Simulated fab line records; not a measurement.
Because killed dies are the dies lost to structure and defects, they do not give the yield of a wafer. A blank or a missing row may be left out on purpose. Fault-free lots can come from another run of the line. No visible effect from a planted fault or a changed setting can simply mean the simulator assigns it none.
fab line records + flow nandHarc
record
- lots=12
- wafers=36
- lastDay=34
route steps=1302 shown A_CONTACT@1067 THIN_TSV@1261 END@1302
lots with no fault: from the same line, run without faults
startH: start of the lot's first displayed wafer, in hours after the record's first day + waitH: time in hours since the lot's previous step + " repeats the value in the row above + L1.1+2: a row that stands for several wafers + - no value present, or no start provided + * or withheld: withheld + < > ~ a bound
route shown NAME@n: NAME is a module with steps in the file, n the number in the route of the first one + usual: the fault-free wafers' mean and standard deviation + same: alike in all rows + chamber/n: place in a boat + sites: readings site by site + _std_site: standard deviation of those values + _edge_site: the outer-site mean with the inner-site mean subtracted + radiusMm: for every site, how far away it sits from the centre of the wafer + mask NAME#n: copy n + behind: tool/chamber where the wafer was last shaped + hold: why the lot went on hold/how many hours it stayed there/how the hold came to an end + device: names the non-switching transistor (n, p or np) + end of line: the route-end tests of the same wafers + a step with no rows: only its recipe + killed: not the wafer's yield, but the dies lost to structure and defects at the first sort + map: shows each die of a wafer: x if killed, . if not, _ if none is there
set.NAME: setting as actually run; set.NAME@STEP: the setting as run at that earlier step + model.NAME: the simulator's own value behind a step, which no gauge read
one table for each step of the route and one row for each wafer, over a sample of lots
services: the hour from which a tool's chamber was out of use, counted from the record's first day as startH (under 0 if before that day), plus the number of hours and why
## steps
# step NHARC_A_CONTACT_DEP_85
# recipe
- targetThkA=600
- targetThkNm=60
- tempC=400
- pressureTorr=3.5
- flowSccm=200
- rfW=350
- material=SiON
# usual
- heaterPowerW=725/77
- rfFwdPowerW=348.3/1
| lot.wafer | tool     | chamber | startH | waitH | heaterPowerW | rfFwdPowerW |
|-----------|----------|---------|--------|-------|--------------|-------------|
| L616.2    | pecvd-04 | 0       | 533.54 | 1.2   | 659          | 349.2       |
| L616.3    | "        | 2       | "      | "     | 713          | 348.7       |
| L616.6    | "        | 1       | "      | "     | 659          | 348.4       |
| L618.3    | pecvd-04 | 1       | 539.49 | 0.9   | 618          | 348.6       |
| L618.2    | "        | 2       | "      | "     | 769          | 348.2       |
| L618.4    | "        | 2       | "      | "     | 757          | 346.8       |
| L621.3    | pecvd-04 | 0       | 550.03 | 0.9   | 615          | 348.2       |
| L621.1    | "        | 1       | "      | "     | 632          | 346.2       |
| L621.4    | "        | 0       | "      | "     | 613          | 348.1       |
| L620.1    | pecvd-04 | 2       | 553.27 | 1.4   | 784          | 348.3       |
| L620.3    | "        | 0       | "      | "     | 671          | 347.7       |
| L620.2    | "        | 1       | "      | "     | 675          | 350.0       |
| L623.3    | pecvd-03 | 1       | 584.91 | 0.9   | 783          | 349.2       |
| L623.2    | "        | 2       | "      | "     | 827          | 348.4       |
| L623.5    | "        | 2       | "      | "     | 820          | 348.2       |
| L626.2    | pecvd-04 | 0       | 623.04 | 1.2   | 592          | 347.5       |
| L626.4    | "        | 1       | "      | "     | 609          | 349.0       |
| L626.6    | "        | 1       | "      | "     | 612          | 347.8       |
| L627.3    | pecvd-04 | 0       | 630.94 | 0.9   | 664          | 347.9       |
| L627.2    | "        | 1       | "      | "     | 611          | 347.7       |
| L627.4    | "        | 0       | "      | "     | 669          | 348.7       |
| L632.3    | pecvd-03 | 0       | 676.69 | 0.9   | 655          | 345.6       |
| L632.2    | "        | 2       | "      | "     | 796          | 346.7       |
| L632.5    | "        | 0       | "      | "     | 671          | 345.9       |
| L634.5    | pecvd-03 | 2       | 709.79 | 0.4   | 879          | 348.0       |
| L634.4    | "        | 0       | "      | "     | 660          | 347.6       |
| L634.6    | "        | 1       | "      | "     | 788          | 349.3       |
| L639.1    | pecvd-04 | 2       | 746.13 | 1.5   | 660          | 349.5       |
| L639.2    | "        | 1       | "      | "     | 635          | 349.5       |
| L639.5    | "        | 0       | "      | "     | 731          | 346.0       |
| L637.2    | pecvd-02 | 2       | 747.92 | 1.2   | 783          | 349.1       |
| L637.5    | "        | 1       | "      | "     | 750          | 348.0       |
| L637.6    | "        | 2       | "      | "     | 783          | 347.6       |
| L636.1    | pecvd-04 | 1       | 750.84 | 1.4   | 643          | 347.5       |
| L636.2    | "        | 2       | "      | "     | 727          | 348.4       |
| L636.4    | "        | 2       | "      | "     | 728          | 347.3       |
# step NHARC_THIN_TSV_DESCUM_14
# recipe
- timeS=3
- o2FlowSccm=200
- arFlowSccm=0
- biasPowerW=0
- chemistry=O2
# usual
- drypumpMotorCurrentA=5.8/0.44
- oesProductAu=0.995/0.0088
- rfVppV=57.7/0.95
- showerheadPlenumPTorr=1.88/0.057
- throttleValvePct=11.309/0.0096
# same
- timeS=3
| lot.wafer | tool       | chamber | startH | waitH | drypumpMotorCurrentA | oesProductAu | rfHoursCounterH | rfVppV | showerheadPlenumPTorr | throttleValvePct |
|-----------|------------|---------|--------|-------|----------------------|--------------|-----------------|--------|-----------------------|------------------|
| L616.2    | rieDiel-11 | 0       | 578.50 | -     | 5.3                  | 0.999        | 4.9             | 61.5   | 2.01                  | 11.313           |
| L616.3    | "          | 2       | "      | "     | 6.4                  | 1.008        | 4.6             | 56.9   | 1.79                  | 11.321           |
| L616.6    | "          | 1       | "      | "     | 6.3                  | 1.009        | -               | 55.8   | 1.82                  | 11.312           |
| L618.3    | rieDiel-07 | 0       | 588.49 | -     | 5.7                  | 1.005        | 4.3             | 59.3   | 1.88                  | 11.305           |
| L618.4    | "          | 1       | "      | "     | 6.5                  | 1.000        | 4.8             | 57.7   | 1.89                  | 11.301           |
| L618.2    | "          | 2       | "      | "     | 5.4                  | 0.991        | 5.5             | 58.2   | 1.93                  | 11.307           |
| L620.1    | rieDiel-02 | 2       | 599.22 | -     | 6.1                  | 0.996        | 0.8             | 58.0   | 1.84                  | 11.323           |
| L620.2    | "          | 3       | "      | "     | 6.2                  | 0.988        | 0.7             | 58.5   | 1.81                  | 11.329           |
| L620.3    | "          | 1       | "      | "     | 5.2                  | 0.989        | 0.2             | 59.7   | 1.96                  | 11.309           |
| L621.1    | rieDiel-07 | 0       | 600.57 | -     | 5.7                  | 0.998        | 5.2             | 57.1   | 1.88                  | 11.314           |
| L621.3    | "          | 2       | "      | "     | 5.4                  | 1.005        | 6.4             | 58.3   | 1.93                  | 11.303           |
| L621.4    | "          | 3       | "      | "     | 5.3                  | 1.002        | 5.8             | 57.5   | 1.85                  | 11.303           |
| L623.2    | rieDiel-02 | 3       | 619.71 | -     | 6.2                  | 0.995        | 1.9             | 57.9   | 1.81                  | 11.317           |
| L623.3    | "          | 1       | "      | "     | 5.2                  | 1.000        | 1.2             | 57.8   | 1.96                  | 11.291           |
| L623.5    | "          | 2       | "      | "     | 6.0                  | 0.999        | -               | 58.4   | 1.84                  | 11.311           |
| L626.2    | rieDiel-02 | 1       | 658.70 | -     | 5.2                  | 0.991        | 2.8             | 58.1   | 1.96                  | 11.318           |
| L626.4    | "          | 3       | "      | "     | 6.2                  | 0.994        | -               | 57.1   | 1.81                  | 11.309           |
| L626.6    | "          | 1       | "      | "     | 5.2                  | 0.999        | -               | 59.0   | 1.96                  | 11.309           |
| L627.2    | rieDiel-11 | 3       | 672.15 | -     | 5.7                  | 0.989        | 1.7             | 58.1   | 1.86                  | 11.316           |
| L627.3    | "          | 0       | "      | "     | 5.4                  | 1.000        | 1.4             | 57.0   | 2.01                  | 11.302           |
| L627.4    | "          | 2       | "      | "     | 6.4                  | 0.990        | 2.1             | 57.4   | 1.79                  | 11.320           |
| L632.2    | rieDiel-02 | 1       | 715.48 | -     | 5.2                  | 0.987        | 6.5             | 58.2   | 1.96                  | 11.306           |
| L632.3    | "          | 0       | "      | "     | 5.5                  | 0.972        | 7.0             | 57.0   | 1.88                  | 11.328           |
| L632.5    | "          | 3       | "      | "     | 6.2                  | 0.972        | -               | 56.6   | 1.81                  | 11.306           |
| L634.4    | rieDiel-02 | 0       | 746.73 | -     | 5.5                  | 0.982        | 9.5             | 57.8   | 1.88                  | 11.319           |
| L634.5    | "          | 1       | "      | "     | 5.2                  | 0.983        | -               | 57.3   | 1.96                  | 11.312           |
| L634.6    | "          | 2       | "      | "     | 6.0                  | 0.994        | -               | 58.7   | 1.84                  | 11.298           |
| L639.1    | rieDiel-07 | 1       | 781.50 | -     | 6.5                  | 0.987        | 7.2             | 57.5   | 1.88                  | 11.310           |
| L639.2    | "          | 0       | "      | "     | 5.7                  | 1.012        | 7.4             | 58.2   | 1.87                  | 11.315           |
| L639.5    | "          | 1       | "      | "     | 6.4                  | 1.001        | -               | 56.8   | 1.88                  | 11.300           |
| L637.2    | rieDiel-02 | 2       | 782.78 | -     | 6.1                  | 1.000        | 1.3             | 56.8   | 1.84                  | 11.311           |
| L637.6    | "          | 2       | "      | "     | 6.0                  | 0.999        | -               | 56.9   | 1.84                  | 11.319           |
| L637.5    | "          | 3       | "      | "     | 6.2                  | 0.997        | -               | 56.6   | 1.80                  | 11.305           |
| L636.1    | rieDiel-07 | 0       | 786.09 | -     | 5.7                  | 1.007        | 8.0             | 58.8   | 1.87                  | 11.310           |
| L636.2    | "          | 1       | "      | "     | 6.5                  | 0.993        | 7.9             | 57.7   | 1.88                  | 11.310           |
| L636.4    | "          | 2       | "      | "     | 5.4                  | 1.003        | 7.9             | 58.2   | 1.92                  | 11.298           |
# step NHARC_THIN_TSV_ETCHBACK_48
# recipe
- targetDepthA=10285
- overEtchFrac=0.3
- timeS=405.17
- ionEnergyEv=250
- c4f8FlowSccm=withheld
- arFlowSccm=withheld
- rfW=600
- biasW=300
- chemistry=C4F8/Ar
# usual
- oesProductAu=0.95/0.032
- rfFwdPowerW=598.5/2
- rfVppV=545.5/2.3
| lot.wafer | tool       | chamber | startH | waitH | oesProductAu | rfFwdPowerW | rfHoursCounterH | rfVppV |
|-----------|------------|---------|--------|-------|--------------|-------------|-----------------|--------|
| L616.2    | rieDiel-02 | 2       | 580.61 | -     | 1.01         | 597.2       | 0.1             | 543.2  |
| L616.3    | "          | 3       | "      | "     | 1.00         | 599.8       | 0.1             | 541.7  |
| L616.6    | "          | 1       | "      | "     | 1.00         | 596.8       | -               | 550.5  |
| L618.3    | rieDiel-11 | 0       | 590.62 | -     | 0.96         | 596.5       | 6.6             | 550.7  |
| L618.4    | "          | 1       | "      | "     | 0.99         | 600.0       | 5.8             | 543.5  |
| L618.2    | "          | 2       | "      | "     | 0.99         | 597.3       | 6.4             | 541.7  |
| L620.2    | rieDiel-02 | 2       | 601.30 | -     | 0.96         | 597.6       | 1.3             | 543.9  |
| L620.3    | "          | 0       | "      | "     | 0.96         | 596.9       | 0.9             | 545.4  |
| L620.1    | "          | 1       | "      | "     | 0.97         | 598.3       | 0.5             | 548.4  |
| L621.3    | rieDiel-02 | 1       | 602.64 | -     | 1.00         | 600.8       | 0.6             | 547.9  |
| L621.1    | "          | 2       | "      | "     | 1.00         | 600.0       | 1.5             | 543.0  |
| L621.4    | "          | 0       | "      | "     | 0.99         | 598.7       | 1.1             | 546.2  |
| L623.3    | rieDiel-11 | 1       | 621.77 | -     | 1.00         | 598.8       | 0.1             | 542.5  |
| L623.2    | "          | 2       | "      | "     | 1.00         | 599.5       | 0.1             | 542.8  |
| L623.5    | "          | 1       | "      | "     | 1.00         | 598.5       | -               | 542.8  |
| L626.2    | rieDiel-02 | 3       | 661.03 | -     | 0.92         | 601.2       | 4.0             | 542.8  |
| L626.6    | "          | 3       | "      | "     | 0.92         | 600.2       | -               | 544.0  |
| L626.4    | "          | 0       | "      | "     | 0.91         | 599.5       | -               | 544.7  |
| L627.3    | rieDiel-07 | 0       | 674.28 | -     | 1.00         | 597.8       | 0.9             | 545.4  |
| L627.2    | "          | 1       | "      | "     | 0.99         | 598.8       | 1.1             | 546.0  |
| L627.4    | "          | 3       | "      | "     | 1.00         | 595.6       | 1.0             | 544.8  |
| L632.2    | rieDiel-02 | 1       | 717.71 | -     | 0.93         | 598.9       | 7.0             | 548.8  |
| L632.3    | "          | 3       | "      | "     | 0.94         | 596.8       | 7.8             | 541.5  |
| L632.5    | "          | 1       | "      | "     | 0.92         | 601.1       | -               | 548.5  |
| L634.4    | rieDiel-11 | 2       | 748.92 | 0.3   | 0.93         | 599.4       | 5.2             | 542.5  |
| L634.6    | "          | 2       | "      | "     | 0.93         | 598.3       | -               | 540.8  |
| L634.5    | "          | 3       | "      | "     | 0.92         | 597.5       | -               | 544.5  |
| L639.2    | rieDiel-11 | 2       | 783.62 | -     | 0.92         | 596.2       | 7.3             | 541.2  |
| L639.1    | "          | 3       | "      | "     | 0.92         | 599.7       | 6.8             | 544.6  |
| L639.5    | "          | 1       | "      | "     | 0.93         | 597.1       | -               | 543.6  |
| L637.2    | rieDiel-02 | 0       | 784.99 | -     | 0.92         | 597.4       | 1.4             | 547.0  |
| L637.5    | "          | 3       | "      | "     | 0.93         | 600.5       | -               | 544.1  |
| L637.6    | "          | 0       | "      | "     | 0.92         | 595.7       | -               | 546.0  |
| L636.2    | rieDiel-07 | 0       | 788.49 | -     | 0.93         | 600.6       | 8.3             | 546.0  |
| L636.4    | "          | 1       | "      | "     | 0.91         | 598.0       | 8.3             | 545.1  |
| L636.1    | "          | 2       | "      | "     | 0.93         | 596.4       | 8.4             | 548.5  |
# step NHARC_THIN_TSV_PVD_19
# recipe
- targetThkA=200
- chamberPressurePa=5
- material=TaN
# usual
- throttleValvePct=29.9/1
| lot.wafer | tool          | chamber | startH | waitH | throttleValvePct |
|-----------|---------------|---------|--------|-------|------------------|
| L616.2    | pvdSputter-03 | -       | -      | -     | 29.7             |
| L616.3    | "             | -       | "      | "     | 31.7             |
| L616.6    | "             | -       | "      | "     | 29.9             |
| L618.2    | pvdSputter-03 | -       | -      | -     | 28.7             |
| L618.3    | "             | -       | "      | "     | 29.5             |
| L618.4    | "             | -       | "      | "     | 31.2             |
| L620.1    | pvdSputter-03 | -       | -      | -     | 29.8             |
| L620.2    | "             | -       | "      | "     | 29.1             |
| L620.3    | "             | -       | "      | "     | 29.5             |
| L621.1    | pvdSputter-03 | -       | -      | -     | 28.9             |
| L621.4    | "             | -       | "      | "     | 29.3             |
| L621.3    | "             | -       | "      | "     | 29.8             |
| L623.3    | pvdSputter-03 | -       | -      | -     | 31.6             |
| L623.2    | "             | -       | "      | "     | 30.0             |
| L623.5    | "             | -       | "      | "     | 29.0             |
| L626.4    | pvdSputter-01 | -       | -      | -     | 28.6             |
| L626.2    | "             | -       | "      | "     | 29.5             |
| L626.6    | "             | -       | "      | "     | 31.5             |
| L627.4    | pvdSputter-02 | -       | -      | -     | 30.3             |
| L627.2    | "             | -       | "      | "     | 30.0             |
| L627.3    | "             | -       | "      | "     | 31.0             |
| L632.3    | pvdSputter-01 | -       | -      | -     | 28.3             |
| L632.2    | "             | -       | "      | "     | 28.8             |
| L632.5    | "             | -       | "      | "     | 31.6             |
| L634.4    | pvdSputter-02 | -       | -      | -     | 30.9             |
| L634.5    | "             | -       | "      | "     | 29.9             |
| L634.6    | "             | -       | "      | "     | 30.1             |
| L639.1    | pvdSputter-02 | -       | -      | -     | 30.0             |
| L639.2    | "             | -       | "      | "     | 30.0             |
| L639.5    | "             | -       | "      | "     | 29.9             |
| L637.2    | pvdSputter-03 | -       | -      | -     | 28.4             |
| L637.5    | "             | -       | "      | "     | 28.9             |
| L637.6    | "             | -       | "      | "     | 28.4             |
| L636.4    | pvdSputter-02 | -       | -      | -     | 30.4             |
| L636.2    | "             | -       | "      | "     | 29.8             |
| L636.1    | "             | -       | "      | "     | 30.1             |
# step NHARC_END_SORT_01
# recipe
- tempC=25
# usual
- killedAtArray=58/20
- killedAtOther=0.9/1.4
- killedAtPeriphery=4/3.1
- killedDies=63/20
- killedOpen=3.3/1.8
- killedShort=2.4/1.5
# same
- grossDies=677
| lot.wafer | tool      | chamber | startH | waitH | killedAtArray | killedAtOther | killedAtPeriphery | killedDies | killedOpen | killedShort |
|-----------|-----------|---------|--------|-------|---------------|---------------|-------------------|------------|------------|-------------|
| L627.2    | prober-01 | 0       | 688.57 | 2.8   | 65            | 0             | 4                 | 69         | 7          | 3           |
| L627.3    | prober-01 | 0       | 689.36 | 3.1   | 182           | 0             | 4                 | 186        | 1          | 2           |
| L627.4    | prober-01 | 0       | 690.15 | 3.4   | 188           | 1             | 11                | 200        | 2          | 4           |
# killed by level:class
L627.2 A_CHANNEL_HOLE_D1:chamberFilmFlake=30 A_SLIT:chamberFilmFlake=14 A_CHANNEL_HOLE_D2:chamberFilmFlake=5 A_CONTACT:chamberFilmFlake=5 A_STAIRCASE:chamberFilmFlake=3 A_WL_FILL:geometricParticle:short=2 A_M0:geometricParticle:open=2 P_CONTACT:geometricParticle:open=1
L627.3 A_CONTACT:areaDep=123 A_CHANNEL_HOLE_D1:chamberFilmFlake=28 A_SLIT:chamberFilmFlake=14 A_STAIRCASE:chamberFilmFlake=7 A_CHANNEL_HOLE_D2:chamberFilmFlake=5 P_BONDPAD:chamberFilmFlake=2 A_CONTACT:chamberFilmFlake=2 P_M1:geometricParticle:short=1
L627.4 A_CONTACT:areaDep=110 A_CHANNEL_HOLE_D1:chamberFilmFlake=34 A_SLIT:chamberFilmFlake=20 A_CHANNEL_HOLE_D2:chamberFilmFlake=11 P_BONDPAD:chamberFilmFlake=4 A_CONTACT:chamberFilmFlake=4 A_STAIRCASE:chamberFilmFlake=3 P_ZERO_WELL:chamberFilmFlake=2
## services
| tool          | chamber | startH | hours | kind   |
|---------------|---------|--------|-------|--------|
| rieDiel-07    | -       | 511.40 | 1.1   | repair |
| pecvd-04      | 1       | 517.90 | 5.6   | repair |
| pvdSputter-03 | -       | 552.72 | 10.0  | pm     |
| rieDiel-02    | -       | 570.70 | 9.0   | pm     |
| pvdSputter-03 | -       | 579.53 | 1.3   | repair |
| rieDiel-02    | 1       | 581.32 | 17.0  | repair |
| pecvd-04      | -       | 582.43 | 0.5   | repair |
| rieDiel-11    | 3       | 605.15 | 3.1   | repair |
| rieDiel-11    | -       | 609.53 | 9.0   | pm     |
| pvdSputter-03 | -       | 617.95 | 0.5   | repair |
| pecvd-04      | 2       | 622.94 | 3.1   | repair |
| rieDiel-02    | 2       | 630.46 | 98.1  | repair |
| pecvd-04      | -       | 631.08 | 13.0  | pm     |
| rieDiel-11    | 2       | 641.67 | 10.2  | repair |
| rieDiel-11    | 0       | 643.35 | 6.9   | repair |
| rieDiel-07    | 1       | 646.94 | 6.9   | repair |
| rieDiel-07    | -       | 649.85 | 9.0   | pm     |
| rieDiel-11    | 1       | 651.02 | 14.0  | repair |
| rieDiel-07    | 3       | 685.42 | 21.7  | repair |
| pvdSputter-03 | -       | 730.72 | 10.0  | pm     |
| pvdSputter-03 | -       | 742.65 | 1.7   | repair |
| pecvd-04      | 0       | 746.54 | 6.8   | repair |
| rieDiel-02    | -       | 747.70 | 9.0   | pm     |
| rieDiel-11    | 1       | 765.04 | 10.0  | repair |
## key
firstSign
- step=NHARC_END_SORT_01
- reading=killedAtArray
- direction=up
- sigmas=6.5
- usual=58
- struck=185
effect
- step=NHARC_END_SORT_01
- reading=killedDies
- direction=up
- sigmas=6.5
- usual=63
- struck=193
moreKillsBornAt
- NHARC_A_CONTACT_DEP_85@pecvd-04=233
metAt NHARC_A_CONTACT_DEP_85
struckLots L627
struckWafers L627.3,L627.4
testerLeftOut L627
notActingAt NHARC_THIN_TSV_DESCUM_14,NHARC_THIN_TSV_ETCHBACK_48,NHARC_THIN_TSV_PVD_19
onsetBetween 623.04 630.94
fault
- kind=processParameterDrift
- tool=pecvd-04
- chamber=0
- onsetH=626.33
- steps=NHARC_A_CONTACT_DEP_85
- channel=targetThkA
- offset=*
- shape=step
- endH=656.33
- actsIn=*
- stated=*
# testerLeftOut: of these lots the tester's yield and bins aren't shown, on N5 and GAA mostly nor the transistor test; their killed dies are dies lost to structure and defects alone, not to doping, threshold or leakage, so they don't give the yield
